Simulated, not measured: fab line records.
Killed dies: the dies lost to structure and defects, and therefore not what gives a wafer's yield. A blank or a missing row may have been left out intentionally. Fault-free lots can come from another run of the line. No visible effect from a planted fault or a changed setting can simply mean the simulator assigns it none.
Struck lot and sound lot, side by side || flow n5_finfet || 37 steps out of a route of 1938
Sound: these wafers, L104.2, L104.4, L104.6. Struck: wafer L116.3; the same lot's L116.1 was not struck, so it is left out; see the end for the cause.
For every step that has rows: the tool of each side, followed by ch and its chambers, followed by its first start. Under that, the readings that differ: sound wafers || struck wafers || difference of the means || sigmas: that difference in standard deviations of wafers without a fault.
alike: a reading whose means differ by less than 2 such deviations, as well as words and numbers matching on both sides. not compared: withheld readings; readings where some wafer has no value; bounds like >300 that might hide an equal value; numbers whose values overlap and for which the record gives no deviation.
Wherever a step has rows on one side only, a row that says differs or no value, or a row with sigmas, the two part there. Numbers that don't overlap but have no deviation are shown without sigmas and don't part them. A reading missing from all wafers of one side parts the sides only when that side holds two or more wafers.

first, 9 steps without rows for these wafers: N5_MOL_CONTACT_COAG_PRECLEAN_127 (cleans in DIW, time 57.5 s); N5_MOL_CONTACT_COAG_SRD_128 (dry time 32 s); N5_MOL_CONTACT_COAG_CMP_52 (polishes, stops on SiO2, t overpolish 1.5 s, target thk 66.5 nm); N5_MOL_CONTACT_COAG_ANNEAL_112 (time 1800 s); N5_BEOL_M0_SAQP_PECVD_00 (deposits SiCN from 3MS/NH3, target thk 8 nm, time 14 s); N5_BEOL_M0_SAQP_ILD_DEP_01 (deposits SiOC from DEMS/O2, target thk 45.419 nm, time 8.7 s); N5_BEOL_M0_SAQP_HM_DEP_02 (deposits TiN, target thk 12 nm); N5_BEOL_M0_SAQP_PECVD_03 (deposits SiCN from 3MS/NH3, target thk 12 nm, time 21.1 s); N5_BEOL_M0_SAQP_PECVD_96 (deposits a-Si from SiH4/He, target thk 45 nm, time 45.2 s).
N5_BEOL_M0_SAQP_PECVD_97: deposits SiNx from SiH4/NH3/N2, target thk 23 nm, time 19.9 s.
  sound on pecvd-04 ch 0,1, day 5 21:16; struck on pecvd-04 ch 2, day 9 20:42
{"reading": "model.SiNx_of_BEOL_M0_SAQP_PECVD_97.thk_nm (nm)", "sound": "22.4 23 23", "struck": 40.2, "difference": "+17.4", "sigmas": ""}
  alike: heater_power_w, showerhead_plenum_p_Torr, showerhead_vpp_V, throttle_valve_pct
then, 24 steps without rows for these wafers: N5_BEOL_M0_SAQP_PECVD_04 (deposits a-Si from SiH4/He, target thk 60 nm, time 60.2 s); N5_BEOL_M0_SAQP_HM_DEP_111 (deposits SiO2 from SiH4/N2O, target thk 12 nm, time 7.2 s); N5_BEOL_M0_SAQP_COAT_81 (time 60 s, resist thk 100 nm); N5_BEOL_M0_SAQP_COAT_82 (time 60 s, resist thk 30 nm); N5_BEOL_M0_SAQP_COAT_08 (resist thk 90 nm); N5_BEOL_M0_SAQP_EBR_10; N5_BEOL_M0_SAQP_SOFTBAKE_09 (time 60 s); N5_BEOL_M0_SAQP_EXPOSE_11 (exposes mask M0 CORE, target cd 42 nm); N5_BEOL_M0_SAQP_PEB_12 (peb time 60 s); N5_BEOL_M0_SAQP_DEVELOP_13 (develop time 30 s); N5_BEOL_M0_SAQP_DESCUM_19 (chemistry O2, time 7.9 s); N5_BEOL_M0_SAQP_ETCH_83 (etches SiARC in CF4, target depth 39 nm, time 65 s); N5_BEOL_M0_SAQP_ETCH_84 (etches SOC in N2/H2, target depth 100 nm, overetch 20 nm, time 150 s); N5_BEOL_M0_SAQP_STRIP_80 (strips in N2/H2); N5_BEOL_M0_SAQP_HM_OPEN_112 (chemistry CHF3/O2, target SiO2, stops on a-Si, target depth 12 nm, time 13.5 s); N5_BEOL_M0_SAQP_STRIP_113 (strips in CHF3/O2); N5_BEOL_M0_SAQP_MANDREL_ETCH_20 (etches a-Si in HBr/Cl2, stops on SiNx, target depth 60 nm, bt time 10 s, time 30 s); N5_BEOL_M0_SAQP_STRIP_86 (strips in N2/H2); N5_BEOL_M0_SAQP_STRIP_115 (strips in post etch residue remover, time 60 s); N5_BEOL_M0_SAQP_SRD_93 (time 30 s); N5_BEOL_M0_SAQP_RECESS_114 (chemistry HF/NH3, target SiO2, target depth 14.4 nm, afs cycles 3, sublimation time 60 s); N5_BEOL_M0_SAQP_SPACER1_ALD_98 (deposits SiO2, target thk 12.8 nm, pulse time 1 s, purge time 2 s); N5_BEOL_M0_SAQP_SPACER1_ETCHBACK_99 (etches SiO2 in CHF3/O2, target depth 15.4 nm, time 7.7 s); N5_BEOL_M0_SAQP_MANDREL1_REMOVE_100 (chemistry HBr/Cl2/O2, target a-Si, stops on SiNx, bt time 10 s).
N5_BEOL_M0_SAQP_ETCH_106: etches SOC in N2/H2, stops on SiNx, target depth 150 nm.
  sound on rie_diel-03 ch 1,2, day 6 00:56; struck on rie_diel-03 ch 0, day 10 00:11
{"reading": "model.SiNx_of_BEOL_M0_SAQP_PECVD_97.thk_nm (nm)", "sound": "14.8 15.2 15.2", "struck": 32.4, "difference": "+17.3", "sigmas": ""}
  alike: drypump_motor_current_A, oes_product_au, rf_vpp_V, showerhead_plenum_p_Torr, throttle_valve_pct
  not compared: rf_hours_counter_h
N5_BEOL_M4_RC_MEAS_101:
  the record has rows for the sound wafers here (prober-02 ch 0, day 8 10:31) and none for the struck ones
-- here the record skips 6 days between the struck wafers' starts before and after, leaving off in module BEOL_M4 and picking up in module PASSIVATION (first step shown: number 1936 of the route) --
N5_PASSIVATION_PROBE_49:
  only the struck wafers here have rows in the record (prober-02, day 16 06:47); the sound ones have none

== WHERE THEY PART ==
First at N5_BEOL_M4_RC_MEAS_101; last, within this record, at N5_PASSIVATION_PROBE_49.

WHY: what the simulator had put in
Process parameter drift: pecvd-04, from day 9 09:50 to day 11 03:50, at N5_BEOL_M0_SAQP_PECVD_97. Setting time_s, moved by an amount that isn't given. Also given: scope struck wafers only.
